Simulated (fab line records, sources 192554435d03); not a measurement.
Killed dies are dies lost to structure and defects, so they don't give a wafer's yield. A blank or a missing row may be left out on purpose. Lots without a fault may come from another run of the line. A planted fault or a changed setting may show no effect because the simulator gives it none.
Problem report in the 8D (eight disciplines) form, filled by code | flow n5_finfet | the parts of the form that need people (team, actions taken, sign-off) are left out

1. THE PROBLEM
plate_temp_C at N5_BEOL_M2_COAT_76 reads a mean of 212.35 C on 6 wafers of 2 lots; wafers without a fault read 205.00 C with a standard deviation of 0.16. That is +46 standard deviations from the usual mean.
The step: time 60 s, resist thk 5 nm.
First seen on wafer L318.1, day 10 20:34, on litho_track-01. The record holds 29 wafers of 10 lots with a number at this step. Rule for "out", or "out of limits": more than 4 standard deviations from the usual mean. The other wafers with a number count as sound.

2. WHAT IT IS AND WHAT IT IS NOT
question                    | is                                 | is not
which readings at this step | plate_temp_C, heater_power_total_W | -
which lots                  | L318, L319                         | L303, L305, L307, L308, L321, L322, L325, L326
which wafers of those lots  | all that have a number             | -
read on which tools         | litho_track-01                     | litho_track-02, litho_track-05
when                        | from day 10 20:34                  | up to then (12 sound wafers); but 11 sound wafers of L321, L322, L325, L326 came after

3. SUSPECTS, AND WHAT RULES EACH OUT
Counting: a tool at a process step up to the reading stays a suspect if it ran every lot that is out and no sound lot after the first of them.
- litho_track-01 at N5_BEOL_M2_COAT_76 (time 60 s, resist thk 5 nm): kept. It ran every lot that is out, first L318 (day 10 20:34), and no sound lot after that; its last sound lot up to then is L308 (day 8 05:14). Its own readings are out on those wafers: heater_power_total_W, plate_temp_C.
Left after counting: litho_track-01 at N5_BEOL_M2_COAT_76.

4. THE CAUSE (what the simulator had put in)
Process parameter drift: litho_track-01, from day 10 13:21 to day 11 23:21, at N5_BEOL_M2_COAT_76. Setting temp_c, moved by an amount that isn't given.
Counting left only this tool.

5. THE CHAIN OF EFFECTS, in route order
Each row: a reading whose mean over the struck wafers that have a number lies more than 3 standard deviations from the usual. Only readings for which the record gives a usual standard deviation are gone through. hours: the time from each lot's start at the first step in this table that gives one to its start at this step, as a median over the lots. sigmas: the change in usual standard deviations.
hours | step               | reading              | usual    | on struck wafers | change | sigmas
0     | N5_BEOL_M2_COAT_76 | heater_power_total_W | 391.8 W  | 410.3            | +18.5  | +15
0     | N5_BEOL_M2_COAT_76 | plate_temp_C         | 205.00 C | 212.35           | +7.35  | +46
The process steps in it:
- N5_BEOL_M2_COAT_76: time 60 s, resist thk 5 nm.
Later measuring or inspecting steps at which every struck wafer that the step has a row for has a number for every such reading, and none has moved that far: N5_BEOL_M4_RC_MEAS_101.

6. WHAT WOULD HAVE CAUGHT IT SOONER
In this record the first reading out of limits was taken at day 10 20:34, 7 hours after the fault began at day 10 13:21.
